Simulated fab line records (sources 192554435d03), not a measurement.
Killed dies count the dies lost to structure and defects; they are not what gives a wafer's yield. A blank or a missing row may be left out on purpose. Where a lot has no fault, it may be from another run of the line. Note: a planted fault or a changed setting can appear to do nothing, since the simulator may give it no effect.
Chamber matching    flow n5Finfet    N5_BEOL_M1_PECVD_72 on pecvd-03 has 3 sister chambers
The step deposits SiO2 from TEOS/O2, target thk 16 nm, time 18 s. 3 wafers are shown with their chamber, then 12 later ones without.

EACH WAFER AND ITS CHAMBER
wafer   chamber  throttleValvePct (%)
L084.3  1        23.8
L090.2  2        21.1
L090.6  0        22.6

WAFERS MISSING THEIR CHAMBER
wafer   throttleValvePct (%)
L091.3  22.6
L091.4  21.3
L091.6  23.0
L092.3  23.5
L092.5  22.5
L092.6  23.8
L096.1  23.7
L096.5  22.8
L096.6  23.7
L097.2  22.8
L097.3  23.4
L097.6  21.1

THE CHAMBER EACH PASSED THROUGH
wafer   from the rows above      in truth
L091.3  0                        0
L091.4  2                        2
L091.6  can't be placed: 0 or 1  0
L092.3  1                        1
L092.5  0                        0
L092.6  1                        1
L096.1  1                        1
L096.5  0                        0
L096.6  1                        1
L097.2  0                        0
L097.3  can't be placed: 1 or 0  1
L097.6  2                        2
10 of 12 placed correctly. Cannot be placed on the basis of these rows: 2; the candidates contain the true chamber in 2. 0 placed wrongly.
How it was worked out, from the rows above alone: a wafer's distance from a chamber is the root of the sum, over the readings, of the square of ((its reading less the chamber's mean) divided by the reading's scatter). If the next closest chamber is less than 2 further off than the closest, the wafer can't be placed; otherwise it belongs to the closest. A chamber's mean is the mean of its shown wafers. The scatter: with one shown wafer a chamber, the root of the mean of the squares of how far each hidden wafer lies from its nearest shown one.
